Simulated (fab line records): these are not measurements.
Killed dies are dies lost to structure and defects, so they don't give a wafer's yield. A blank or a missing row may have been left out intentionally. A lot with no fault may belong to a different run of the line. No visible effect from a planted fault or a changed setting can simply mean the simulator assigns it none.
fab line records	flow n5_finfet
[record] lots = 7	wafers = 19	last_day = 17
route steps=1938 shown FIN_SAQP@97 BEOL_M4@1111
lots untouched by any fault: they come from a run of this same line in which no faults occurred
start_h: the number of hours between the record's first day and the start of the first shown wafer of the lot	wait_h: hours elapsed since this lot's preceding step	" identical to the entry in the row above	L1.1+2: several wafers, shown together as one row	- value missing, or start not given	* or withheld: withheld	< > ~ a bound
route shown NAME@n: a module of which the file shows steps, and the number in the route of the first	usual: mean/standard deviation of fault-free wafers	same: alike in all rows	chamber/n: place in a boat	sites: the reading at each site	_std_site: the standard deviation of these	_edge_site: mean of outer sites minus mean of inner sites	radius_mm: how far each site lies from the wafer's centre	mask NAME#n: copy n	behind: tool/chamber where the wafer was last shaped	hold: the reason the lot was held/the length of the hold in hours/how it ended	device: the n, p or np transistor that did not switch	end of line: the same wafers' tests at the end of the route	a step given without rows: its recipe and nothing more	killed: not the wafer's yield, but the dies lost to structure and defects at the first sort	map: per-die view of a wafer (x killed, . not killed, _ where there is no die)
set.NAME: the setting as run; set.NAME@STEP: as run at that earlier step	model.NAME: the simulator's own value behind a step, which no gauge read
certain route steps with their lots: each step a table, each wafer a row
services: from which hour (start_h, from the record's first day; less than 0 if before it) a tool's chamber was out of use, for how many hours, and why
[[steps]]
[step N5_FIN_SAQP_THK_MEAS_05]
[usual] thk_nm = 38.0/0.55
lot.wafer	tool	chamber	start_h	wait_h	thk_nm
L619.1	film_metro-01	-	50.80	0.1	37.0
L619.4	"	-	"	"	37.7
L619.6	"	-	"	"	37.6
L620.2	film_metro-02	-	57.35	0.1	37.4
L620.3	"	-	"	"	37.6
L620.5	"	-	"	"	38.2
L622.3	film_metro-01	-	69.93	0.1	37.6
L622.6	"	-	"	"	38.4
L623.3	film_metro-01	-	74.84	0.1	38.3
L623.6	"	-	"	"	38.4
L629.1	film_metro-01	-	111.23	0.1	37.3
L629.2	"	-	"	"	37.9
L629.6	"	-	"	"	38.4
L633.2	film_metro-02	-	135.93	0.1	37.1
L633.3	"	-	"	"	38.1
L633.6	"	-	"	"	38.2
L637.1	film_metro-02	-	159.91	0.1	37.5
L637.2	"	-	"	"	37.4
L637.3	"	-	"	"	37.0
[step N5_FIN_SAQP_PECVD_47]
[recipe] material = a-Si	target_thk_a = 450	temp_c = 400	precursor = SiH4/He	pressure_torr = 3	rf_w = 100	time_s = 36.3
[usual] heater_power_w = 874/110	showerhead_plenum_p_Torr = 5.682/0.026	throttle_valve_pct = 17.8/1.3
lot.wafer	tool	chamber	start_h	wait_h	heater_power_w	showerhead_plenum_p_Torr	throttle_valve_pct
L619.1	pecvd-01	2	50.84	0.0	849	5.671	16.2
L619.4	"	0	"	"	861	5.668	17.0
L619.6	"	1	"	"	784	5.699	18.6
L620.2	pecvd-03	0	57.39	0.0	661	5.663	18.3
L620.3	"	1	"	"	820	5.704	19.9
L620.5	"	2	"	"	1113	5.653	16.7
L622.3	pecvd-01	2	69.96	0.0	893	5.676	16.1
L622.6	"	1	"	"	806	5.703	18.1
L623.3	pecvd-03	1	74.87	0.0	825	5.695	20.3
L623.6	"	0	"	"	722	5.639	18.0
L629.1	pecvd-01	0	111.27	0.0	936	5.698	16.8
L629.2	"	1	"	"	799	5.686	18.3
L629.6	"	1	"	"	799	5.695	18.2
L633.2	pecvd-03	1	135.97	0.0	792	5.707	20.3
L633.3	"	2	"	"	1135	5.659	16.7
L633.6	"	1	"	"	804	5.689	20.1
L637.1	pecvd-03	0	159.95	0.0	779	5.666	18.3
L637.2	"	2	"	"	1076	5.672	16.6
L637.3	"	2	"	"	1084	5.664	16.7
[step N5_FIN_SAQP_PECVD_48]
[recipe] material = SiNx	target_thk_a = 250	temp_c = 400	precursor = SiH4/NH3/N2	pressure_torr = 1.5	rf_w = 300	time_s = 22.1
[usual] heater_power_w = 786/100	showerhead_plenum_p_Torr = 5.16/0.034	throttle_valve_pct = 39.2/2.9
lot.wafer	tool	chamber	start_h	wait_h	heater_power_w	showerhead_plenum_p_Torr	throttle_valve_pct
L619.1	pecvd-01	2	50.88	0.0	796	5.16	35.5
L619.4	"	0	"	"	881	5.16	37.1
L619.6	"	1	"	"	693	5.19	39.7
L620.2	pecvd-03	0	57.43	0.0	599	5.12	39.8
L620.3	"	1	"	"	778	5.18	44.1
L620.5	"	2	"	"	925	5.14	36.5
L622.3	pecvd-01	2	70.00	0.0	860	5.15	35.1
L622.6	"	1	"	"	731	5.22	40.2
L623.3	pecvd-03	1	74.92	0.0	692	5.19	44.4
L623.6	"	0	"	"	602	5.13	40.0
L629.1	pecvd-01	0	111.31	0.0	848	5.15	37.1
L629.2	"	1	"	"	653	5.19	40.4
L629.6	"	1	"	"	656	5.19	40.5
L633.2	pecvd-03	1	136.03	0.0	735	5.20	44.5
L633.3	"	2	"	"	1031	5.14	36.9
L633.6	"	1	"	"	729	5.18	44.3
L637.1	pecvd-03	0	160.01	0.0	643	5.12	40.4
L637.2	"	2	"	"	962	5.14	36.8
L637.3	"	2	"	"	986	5.13	36.7
[step N5_FIN_SAQP_PECVD_06]
[recipe] material = a-Si	target_thk_a = 600	temp_c = 400	precursor = SiH4/He	pressure_torr = 3	rf_w = 100	time_s = 48.1
[usual] heater_power_w = 862/110	showerhead_plenum_p_Torr = 5.681/0.026	throttle_valve_pct = 17.8/1.3
lot.wafer	tool	chamber	start_h	wait_h	heater_power_w	showerhead_plenum_p_Torr	throttle_valve_pct
L619.1	pecvd-01	2	50.92	0.0	854	5.675	16.2
L619.4	"	0	"	"	835	5.671	17.0
L619.6	"	1	"	"	816	5.693	18.4
L620.2	pecvd-03	0	57.47	0.0	807	5.671	18.5
L620.3	"	1	"	"	750	5.722	20.2
L620.5	"	2	"	"	1058	5.645	16.4
L622.3	pecvd-01	2	70.04	0.0	954	5.662	16.2
L622.6	"	1	"	"	732	5.686	18.4
L623.3	pecvd-03	1	74.95	0.0	725	5.687	19.9
L623.6	"	0	"	"	748	5.663	18.3
L629.1	pecvd-01	0	111.35	0.0	892	5.667	16.9
L629.2	"	1	"	"	700	5.712	18.4
L629.6	"	1	"	"	697	5.705	18.2
L633.2	pecvd-03	1	136.09	0.0	753	5.715	20.1
L633.3	"	2	"	"	1094	5.662	16.6
L633.6	"	1	"	"	752	5.702	20.2
L637.1	pecvd-03	0	160.07	0.0	688	5.655	18.2
L637.2	"	2	"	"	1050	5.665	16.7
L637.3	"	2	"	"	1046	5.673	16.9
[step N5_FIN_SAQP_THK_MEAS_07]
[usual] thk_nm = 60.0/0.69
lot.wafer	tool	chamber	start_h	wait_h	thk_nm
L619.1	film_metro-02	-	51.01	0.1	59.7
L619.4	"	-	"	"	60.7
L619.6	"	-	"	"	60.9
L620.2	film_metro-01	-	57.56	0.1	59.8
L620.3	"	-	"	"	59.2
L620.5	"	-	"	"	59.0
L622.3	film_metro-01	-	70.13	0.1	60.2
L622.6	"	-	"	"	60.9
L623.3	film_metro-02	-	75.05	0.1	59.9
L623.6	"	-	"	"	61.7
L629.1	film_metro-01	-	111.44	0.1	59.2
L629.2	"	-	"	"	60.5
L629.6	"	-	"	"	59.7
L633.2	film_metro-01	-	136.21	0.1	58.8
L633.3	"	-	"	"	60.6
L633.6	"	-	"	"	60.6
L637.1	film_metro-02	-	160.18	0.1	59.5
L637.2	"	-	"	"	59.2
L637.3	"	-	"	"	59.8
[step N5_FIN_SAQP_HM_DEP_72]
[recipe] material = SiO2	target_thk_a = 120	temp_c = 400	precursor = SiH4/N2O	pressure_torr = 0.75	rf_w = 275	time_s = 7.2
[usual] heater_power_w = 795/81	showerhead_plenum_p_Torr = 8.19/0.07
lot.wafer	tool	chamber	start_h	wait_h	heater_power_w	showerhead_plenum_p_Torr
L619.1	pecvd-01	0	51.04	0.0	909	8.17
L619.4	"	2	"	"	795	8.18
L619.6	"	1	"	"	666	8.26
L620.2	pecvd-04	2	57.60	0.0	867	8.12
L620.3	"	0	"	"	827	8.36
L620.5	"	1	"	"	840	8.11
L622.3	pecvd-01	0	70.17	0.0	862	8.17
L622.6	"	1	"	"	674	8.23
L623.3	pecvd-04	1	75.08	0.0	838	8.13
L623.6	"	2	"	"	743	8.12
L629.1	pecvd-01	2	111.48	0.0	779	8.17
L629.2	"	1	"	"	659	8.27
L629.6	"	1	"	"	672	8.24
L633.2	pecvd-04	1	136.25	0.0	736	8.13
L633.3	"	0	"	"	823	8.34
L633.6	"	0	"	"	839	8.37
L637.1	pecvd-03	2	160.22	0.0	1024	8.15
L637.2	"	0	"	"	737	8.13
L637.3	"	0	"	"	730	8.12
[step N5_FIN_SAQP_COAT_49]
[recipe] resist = SOC	temp_c = 250	time_s = 60	spin_rpm = 1500	resist_thk_nm = 100
[step N5_FIN_SAQP_COAT_50]
[recipe] resist = SiARC	temp_c = 220	time_s = 60	spin_rpm = 1500	resist_thk_nm = 35
[step N5_FIN_SAQP_COAT_10]
[recipe] resist = CAR-ArF	spin_rpm = 1500	resist_thk_nm = 90
[step N5_FIN_SAQP_EBR_12]
[recipe] solvent = PGMEA	ebr_width_mm = 1.5
[step N5_FIN_SAQP_SOFTBAKE_11]
[recipe] temp_c = 110	time_s = 60	resist = CAR-ArF
[step N5_FIN_SAQP_EXPOSE_13]
[recipe] mask_id = FIN_CORE	na = 1.35	source_shape = dipole	sigma_inner = 0.538	sigma_outer = 0.738	polarization = te	target_cd_nm = 35.6	dose_mj = 63.25
[step N5_FIN_SAQP_PEB_14]
[recipe] peb_temp_c = withheld	peb_time_s = 60	resist = CAR-ArF
lot.wafer	tool	chamber	start_h	wait_h
L619.1+4+6	litho_track-02	0	51.42	0.1
L620.2+3+5	litho_track-02	0	57.98	0.0
L622.3+6	litho_track-02	0	70.55	0.0
L623.3+6	litho_track-02	0	75.34	0.0
L629.1+2+6	litho_track-01	0	111.86	0.1
L633.2+3+6	litho_track-01	0	136.63	0.0
L637.1+2+3	litho_track-01	0	160.50	0.1
[step N5_FIN_SAQP_DEVELOP_15]
[recipe] develop_time_s = 30	developer = TMAH	resist = CAR-ArF	dev_temp_c = 23	rinse_liquid = diw	dry = air_spin
[step N5_FIN_SAQP_CD_MEAS_16]
[recipe] target_cd_nm = 35.6	landing_energy_ev = 500	detector = se_inlens
[usual] cd_nm = 35.55/0.27
[same] landing_energy_ev = 500
lot.wafer	tool	chamber	start_h	wait_h	cd_nm
L619.1	cd_sem-03	0	51.49	-	35.98
L619.4	"	0	"	"	35.41
L619.6	"	0	"	"	35.98
L620.2	cd_sem-02	0	58.05	-	34.22
L620.3	"	0	"	"	35.12
L620.5	"	0	"	"	35.52
L622.3	cd_sem-03	0	70.62	-	35.92
L622.6	"	0	"	"	34.06
L623.3	cd_sem-03	0	75.41	-	35.38
L623.6	"	0	"	"	34.32
L629.1	cd_sem-03	0	111.92	-	35.16
L629.2	"	0	"	"	35.54
L629.6	"	0	"	"	34.90
L633.2	cd_sem-03	0	136.69	-	35.73
L633.3	"	0	"	"	35.64
L633.6	"	0	"	"	36.07
L637.1	cd_sem-03	0	160.57	-	35.38
L637.2	"	0	"	"	35.83
L637.3	"	0	"	"	35.64
[step N5_FIN_SAQP_OVL_MEAS_17]
[recipe] points_per_wafer = 44
[usual] FIN_CORE_OVL = 0.6/0.8
lot.wafer	tool	chamber	start_h	wait_h	FIN_CORE_OVL[nm]
L619.1	overlay-01	0	51.53	0.0	-0.2
L619.4	"	0	"	"	0.0
L619.6	"	0	"	"	0.8
L620.2	overlay-01	0	58.09	0.0	0.8
L620.3	"	0	"	"	1.9
L620.5	"	0	"	"	1.9
L622.3	overlay-01	0	70.66	0.0	0.4
L622.6	"	0	"	"	0.4
L623.3	overlay-02	0	75.44	0.0	-0.4
L623.6	"	0	"	"	0.4
L629.1	overlay-01	0	111.96	0.0	1.2
L629.2	"	0	"	"	1.4
L629.6	"	0	"	"	1.3
L633.2	overlay-01	0	136.73	0.0	0.8
L633.3	"	0	"	"	1.9
L633.6	"	0	"	"	1.0
L637.1	overlay-02	0	160.61	0.0	-0.4
L637.2	"	0	"	"	-1.2
L637.3	"	0	"	"	0.6
[step N5_BEOL_M4_RC_MEAS_101]
[usual] DIBL_N = 36.2/1.5	DIBL_P = 36.2/1.7	IOFF_N = 0.155/0.021	IOFF_P = 0.216/0.026	ION_N = 674/11	ION_P = 464/6.8	SS_N = 71.5/0.56	SS_P = 73.3/0.6	VT_N = 250.2/2.6	VT_P = -249.3/2.5
lot.wafer	tool	chamber	start_h	wait_h	DIBL_N[mV/V]	DIBL_P[mV/V]	IOFF_N[nA/um]	IOFF_P[nA/um]	ION_N[uA/um]	ION_P[uA/um]	SS_N[mV/dec]	SS_P[mV/dec]	VT_N[mV]	VT_P[mV]
L619.1	prober-02	0	195.25	0.0	34.8	35.7	0.144	0.187	676	461	71.9	72.8	251.3	-251.5
L619.4	"	0	"	"	35.9	36.5	0.157	0.204	679	463	71.8	73.7	250.5	-251.2
L619.6	"	0	"	"	34.7	35.5	0.136	0.185	680	463	71.3	72.9	252.7	-252.3
L620.2	prober-01	0	200.41	0.5	37.9	40.2	0.188	0.252	682	466	71.2	75.0	246.2	-248.4
L620.3	"	0	"	"	35.4	36.8	0.149	0.200	684	466	71.6	73.1	250.3	-250.4
L620.5	"	0	"	"	36.3	37.7	0.154	0.211	689	471	72.0	73.4	249.2	-251.8
L622.3	prober-02	0	210.18	0.3	37.4	39.0	0.172	0.235	674	463	71.9	73.5	252.4	-251.5
L622.6	"	0	"	"	36.7	38.0	0.153	0.233	672	462	71.4	73.1	252.1	-249.7
L623.3	prober-01	0	217.57	0.3	35.2	36.6	0.159	0.211	671	460	72.3	73.0	250.2	-249.9
L623.6	"	0	"	"	35.3	37.0	0.158	0.215	664	461	71.4	73.1	248.6	-250.1
L629.1	prober-01	0	258.57	0.0	36.8	36.9	0.143	0.209	668	463	71.6	73.2	254.0	-250.6
L629.2	"	0	"	"	36.8	36.8	0.154	0.209	672	456	71.5	73.4	251.8	-251.0
L629.6	"	0	"	"	37.7	38.1	0.171	0.222	664	454	71.5	73.3	252.9	-249.7
L633.2	prober-01	0	287.36	0.2	37.5	37.1	0.153	0.223	665	465	71.8	73.0	249.2	-250.2
L633.3	"	0	"	"	37.6	37.6	0.161	0.229	690	476	71.7	73.6	249.7	-249.3
L633.6	"	0	"	"	35.7	35.7	0.131	0.192	677	465	70.9	73.0	251.9	-250.9
L637.1	prober-02	0	310.46	0.0	34.9	35.4	0.123	0.197	666	467	70.3	72.6	254.0	-247.1
L637.2	"	0	"	"	36.9	37.7	0.159	0.228	671	462	71.5	73.0	247.0	-247.1
L637.3	"	0	"	"	35.1	35.2	0.126	0.194	672	467	71.2	73.0	254.5	-250.2
[[services]]
tool	chamber	start_h	hours	kind
pecvd-01	1	30.03	5.5	scheduled_down
pecvd-04	1	92.72	2.1	scheduled_down
pecvd-03	-	105.68	1.3	repair
litho_track-01	-	108.37	-	consumable_replace:filter
pecvd-03	0	132.12	5.7	repair
pecvd-01	1	133.41	2.1	scheduled_down
pecvd-03	-	139.98	6.0	pm
pecvd-03	1	152.44	14.4	repair
[[key]]
[first_sign] step = N5_FIN_SAQP_CD_MEAS_16	reading = cd_nm	direction = down	sigmas = 5	usual = 35.55	struck = 34.20
effect none on later readings
met_at N5_FIN_SAQP_PEB_14
struck_wafers L620.2,L622.6,L623.6
onset_between 51.42 57.98
[fault] kind = process_parameter_drift	tool = litho_track-02	chamber = -	onset_h = 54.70	steps = N5_FIN_SAQP_PEB_14	channel = peb_time_s	offset = *	shape = step	end_h = 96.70	scope = struck_wafers_only	acts_in = *	stated = *
